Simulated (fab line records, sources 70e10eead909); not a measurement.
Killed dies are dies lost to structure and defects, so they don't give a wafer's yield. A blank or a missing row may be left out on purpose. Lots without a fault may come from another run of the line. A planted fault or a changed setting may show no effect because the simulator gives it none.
Chamber matching | flow nand_harc | NHARC_P_GATE_DESCUM_13 on rie_diel-07: 4 sister chambers
The step chemistry O2, time 3 s. 4 wafers are shown with their chamber, then 7 later ones without.

WAFERS WITH THEIR CHAMBER
wafer  | chamber | showerhead_plenum_p_Torr (Torr)
L213.4 | 0       | 1.84
L215.1 | 2       | 1.95
L216.1 | 3       | 1.95
L216.2 | 1       | 1.82

WAFERS WITHOUT THEIR CHAMBER
wafer  | showerhead_plenum_p_Torr (Torr)
L216.4 | 1.95
L218.1 | 1.94
L218.3 | 1.82
L218.5 | 1.94
L219.2 | 1.95
L219.4 | 1.82
L219.5 | 1.82

WHICH CHAMBER EACH WENT THROUGH
wafer  | from the rows above     | in truth
L216.4 | can't be placed: 2 or 3 | 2
L218.1 | can't be placed: 2 or 3 | 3
L218.3 | 1                       | 1
L218.5 | can't be placed: 2 or 3 | 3
L219.2 | can't be placed: 2 or 3 | 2
L219.4 | 1                       | 1
L219.5 | 1                       | 1
Placed correctly: 3 of 7. Can't be placed from these rows: 4 (the true chamber is among the candidates in 4). Placed wrongly: 0.
How it was worked out, from the rows above alone: a wafer's distance from a chamber is the root of the sum, over the readings, of the square of ((its reading less the chamber's mean) divided by the reading's scatter). The wafer belongs to the nearest chamber; if the next one is less than 2 further off, it can't be placed. A chamber's mean is the mean of its shown wafers. The scatter: with one shown wafer a chamber, the root of the mean of the squares of how far each hidden wafer lies from its nearest shown one.
